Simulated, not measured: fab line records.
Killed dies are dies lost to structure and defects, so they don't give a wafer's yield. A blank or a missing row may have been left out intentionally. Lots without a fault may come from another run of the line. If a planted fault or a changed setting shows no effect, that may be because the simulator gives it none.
Comparing a struck lot with a sound one ; flow n5-finfet ; 44 out of 1938 route steps
Sound: the wafers L596.1, L596.2, L596.5. Struck: wafers L587.2, L587.6 (left out: L587.4, a lot-mate that was not struck); the cause follows at the end.
Per side, at each step with rows, come the tool, then ch with its chambers, and then its first start. Under that, the readings that differ: sound wafers ; struck wafers ; difference of the means ; sigmas: that difference in standard deviations of wafers without a fault.
alike: a reading whose means differ by less than 2 such deviations, as well as words and numbers matching on both sides. not compared: withheld readings; readings where some wafer has no value; bounds like >300 that might hide an equal value; numbers whose values overlap and for which the record gives no deviation.
A row with sigmas, a row that says differs or no value, or rows on one side alone: a step with any of these is where the two part. Numbers that don't overlap but have no deviation are shown without sigmas and don't part them. Lack of a reading on every wafer of one side parts them only where that side has two or more wafers.

N5_BEOL_M3_ANNEAL_95: time 240 s.
  sound on pvd-sputter-01 at day 11 18:07; struck on pvd-sputter-03 at day 9 20:25
  alike: heater-power-w, susceptor-temp-C
then, 2 steps without rows for these wafers: N5_BEOL_M3_SPUTTER_96 (material Cu, target thk 4.5 nm, time 8.29 s); N5_BEOL_M3_ECD_50 (material Cu, target thk 300 nm).
N5_BEOL_M3_ANNEAL_51: time 90 s.
  sound on rtp-anneal-01 ch 0, day 11 18:28; struck on rtp-anneal-02 ch 0, day 9 20:48
  alike: wafer_temp_C_max
then, 1 step without rows for these wafers: N5_BEOL_M3_CMP_52 (polishes, stops on SiOC, t overpolish 6.8 s, target thk 40 nm).
N5_BEOL_M3_THK_MEAS_53: measures by xrf.
  sound on film-metro-02 at day 11 19:03; struck on film-metro-01 at day 9 21:25
  alike: M3_THK
N5_BEOL_M3_PRE_CLEAN_60: time 15 s.
  sound on cvd-co-01 ch 0,1,2, day 11 19:05; struck on cvd-co-02 ch 0,2, day 9 21:49
  alike: heater-power-w
  not compared: since-wet-clean-h, susceptor-temp-C
then, 3 steps without rows for these wafers: N5_BEOL_M3_CO_CAP_55 (material Co, precursor CCTBA/H2, target thk 2 nm, time 102.1 s); N5_BEOL_M3_PRE_CLEAN_56 (time 15 s); N5_BEOL_M3_DEP_57 (deposits SiCN from 3MS/NH3, target thk 8 nm, time 14 s).
N5_BEOL_M3_RS_MEAS_58: uses a four-point probe to measure.
  sound on film-metro-01 at day 11 19:19; struck on film-metro-02 at day 9 22:03
  alike: M3_RS
N5_BEOL_M3_INSPECT_59: inspects for defects (darkfield).
  sound on defect-inspect-02 at day 11 19:20; struck on defect-inspect-02 at day 9 22:04
  alike: raw-defect-count
N5_BEOL_M4_ILD_DEP_00: deposits SiOC from DEMS/O2, target thk 79 nm, time 15.3 s.
  sound on pecvd-02 ch 0,1,2, day 11 19:22; struck on pecvd-03 ch 0, day 9 22:07
reading;sound;struck;difference;sigmas
model.SiOC_of_BEOL_M4_ILD_DEP_00.thk-nm (nm);79.8 78.2 80.2;28.2 29.2;-50.7;
  alike: heater-power-w, showerhead-plenum-p-Torr, susceptor-temp-C, throttle-valve-pct
  not compared: since-wet-clean-h
N5_BEOL_M4_THK_MEAS_01:
  sound on film-metro-02 at day 11 19:26; struck on film-metro-01 at day 9 22:13
reading;sound;struck;difference;sigmas
M4_ILD_THK (nm);79.8 78.3 80.2;28.2 29.3;-50.7;-46
then, 11 steps without rows for these wafers: N5_BEOL_M4_PECVD_72 (deposits SiO2 from TEOS/O2, target thk 16 nm, time 18 s); N5_BEOL_M4_HM_DEP_02 (deposits TiN, target thk 20 nm); N5_BEOL_M4_COAT_61 (time 60 s, resist thk 60 nm); N5_BEOL_M4_COAT_62 (time 60 s, resist thk 12 nm); N5_BEOL_M4_COAT_73 (time 60 s, resist thk 5 nm); N5_BEOL_M4_COAT_05 (resist thk 30 nm); N5_BEOL_M4_EBR_07; N5_BEOL_M4_SOFTBAKE_06 (time 60 s); N5_BEOL_M4_EXPOSE_08 (exposes mask M4); N5_BEOL_M4_PEB_09 (peb time 60 s); N5_BEOL_M4_DEVELOP_10 (develop time 30 s).
N5_BEOL_M4_CD_MEAS_11: the cd target is 16.79 nm.
  sound on cd-sem-01 ch 0, day 11 19:56; struck on cd-sem-02 ch 0, day 10 00:16
  alike: cd-nm
N5_BEOL_M4_OVL_MEAS_12:
  sound on overlay-01 ch 0, day 11 19:58; struck on overlay-01 ch 0, day 10 00:18
  alike: M4_OVL
N5_BEOL_M4_INSPECT_13: inspects for defects (brightfield).
  sound on defect-inspect-02 at day 11 20:01; struck on defect-inspect-01 at day 10 00:22
  alike: raw-defect-count
then, 1 step without rows for these wafers: N5_BEOL_M4_DESCUM_16 (chemistry O2, time 7 s).
N5_BEOL_M4_ETCH_74: etches underlayer in N2/H2, target depth 6.5 nm, time 5.2 s.
  sound on rie-diel-03 ch 0,1,2, day 11 20:08; struck on rie-diel-01 ch 0,3, day 10 00:26
reading;sound;struck;difference;sigmas
drypump-motor-current-A (A);5.2 5.5 5.0;6.3 6.5;+1.2;+2
  alike: etch-rf-on-time-s, n2-flow-sccm, oes-product-au, rf-vpp-V, showerhead-plenum-p-Torr, throttle-valve-pct
  not compared: rf-hours-counter-h
then, 5 steps without rows for these wafers: N5_BEOL_M4_ETCH_63 (etches SiARC in CF4, target depth 15.6 nm, time 26 s); N5_BEOL_M4_ETCH_64 (etches SOC in N2/H2, target depth 75 nm, overetch 22.5 nm, time 121.9 s); N5_BEOL_M4_STRIP_65 (strips in N2/H2); N5_BEOL_M4_STRIP_75 (strips in N2/H2); N5_BEOL_M4_STRIP_66 (strips in CF4).
N5_BEOL_M4_HM_OPEN_17: chemistry Cl2/BCl3, target TiN, target depth 20 nm, overetch 6 nm.
  sound on rie-metal-03 ch 0,1, day 11 20:21; struck on rie-metal-02 ch 0,1, day 10 00:38
  alike: drypump-motor-current-A, oes-product-au, throttle-valve-pct
  not compared: rf-hours-counter-h
then, 1 step without rows for these wafers: N5_BEOL_M4_STRIP_19 (strips in O2).
N5_BEOL_M4_CD_MEAS_18: pitch 36 nm, target cd 18 nm.
  sound on cd-sem-02 at day 11 20:33; struck on cd-sem-03 at day 10 00:50
  alike: cd-nm
then, 4 steps without rows for these wafers: N5_BEOL_M4_COAT_67 (time 60 s, resist thk 60 nm); N5_BEOL_M4_COAT_68 (time 60 s, resist thk 12 nm); N5_BEOL_M4_COAT_76 (time 60 s, resist thk 5 nm); N5_BEOL_M4_COAT_22 (resist thk 30 nm).
N5_BEOL_M4_CMP_52: polishes, stops on SiOC, t overpolish 6.8 s, target thk 40 nm.
  sound on cmp-02 ch 1,2,3, day 12 02:56; struck on cmp-04 ch 0,2, day 10 08:23
reading;sound;struck;difference;sigmas
model.SiOC_of_BEOL_M4_ILD_DEP_00.thk-nm (nm);76.8 75.2 77.2;25.2 26.2;-50.7;
  alike: head-pressure-psi, motor-current-A
  not compared: pad-life-wafers
N5_BEOL_M4_RC_MEAS_101:
  the record has rows for the sound wafers here (prober-01 ch 0, day 12 03:33) and none for the struck ones

WHERE THEY PART
Last at N5_BEOL_M4_RC_MEAS_101 as far as this record goes, first at N5_BEOL_M4_THK_MEAS_01.

WHY: the cause the simulator had injected
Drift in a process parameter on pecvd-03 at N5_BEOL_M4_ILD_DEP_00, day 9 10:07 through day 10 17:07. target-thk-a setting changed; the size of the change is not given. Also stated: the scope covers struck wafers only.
